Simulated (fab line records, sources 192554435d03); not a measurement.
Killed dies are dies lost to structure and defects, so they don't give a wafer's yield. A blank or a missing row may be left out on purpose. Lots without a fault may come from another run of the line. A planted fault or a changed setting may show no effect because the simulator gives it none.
Which tool did it? | flow n5_finfet | 12 lots, 36 wafers sampled, at 2 steps of a route of 1938

WHAT THE GAUGES READ, wafer by wafer
N5_BEOL_M11_OCD_MEAS_38.
lot  | measured     | on     | trench_depth_nm (nm)
L075 | day 10 15:18 | ocd-02 | 145.9 145.2 144.0
L078 | day 11 08:28 | ocd-02 | 146.9 146.9 144.8
L077 | day 11 09:02 | ocd-01 | 145.9 145.5 147.7
L081 | day 12 00:25 | ocd-02 | 143.3 143.8 145.6
L083 | day 12 11:49 | ocd-01 | 148.2 148.1 148.1
L085 | day 13 00:36 | ocd-01 | 144.7 147.0 144.8
L088 | day 13 13:12 | ocd-01 | 149.2 145.4 150.2
L090 | day 13 20:55 | ocd-02 | 145.8 144.6 144.3
L091 | day 14 01:47 | ocd-01 | 145.8 145.0 146.5
L097 | day 15 20:02 | ocd-01 | 144.6 143.7 149.0
L094 | day 15 20:29 | ocd-02 | 143.6 150.5 143.9
L096 | day 17 01:02 | ocd-01 | 143.0 145.1 146.0

WHICH TOOL RAN EACH LOT (tool, then ch and the chambers of the sampled wafers, then the start)
lot  | N5_BEOL_M11_STRIP_36
L075 | rie_diel-04 ch 2,3, day 10 15:04
L078 | rie_diel-04 ch 0,2,3, day 11 08:15
L077 | rie_diel-04 ch 1,2,3, day 11 08:49
L081 | rie_diel-04 ch 1,2,3, day 12 00:11
L083 | rie_diel-06 ch 1,2,3, day 12 11:36
L085 | rie_diel-04 ch 0,1, day 13 00:17
L088 | rie_diel-02 ch 0,1,3, day 13 12:58
L090 | rie_diel-04 ch 1,3, day 13 20:41
L091 | rie_diel-04 ch 1,2, day 14 01:34
L097 | rie_diel-04 ch 0,1,2, day 15 19:48
L094 | rie_diel-04 ch 0,1,2, day 15 20:16
L096 | rie_diel-04 ch 2,3, day 17 00:49
- N5_BEOL_M11_STRIP_36: strips in N2/H2.

THE ANSWER, worked out from the rows above alone
Rule: what is usual is taken from the lots themselves. Put in order of their means at a reading, lots are off if they are a third of the lots or fewer, leave a main group of 4 or more, and stand apart from it by a gap of 3 or more times the standard deviation of the main group's means; of several such gaps the widest counts. A main group whose means are all the same, to the digits that the tables above print for the reading, isn't used. A lot without any number at a reading at which 4 lots or more have one is off too. The other lots that the step has rows for count as sound.
No lot is off at any reading shown: from this, nothing can be told.

WHAT THE SIMULATOR HAD PUT IN
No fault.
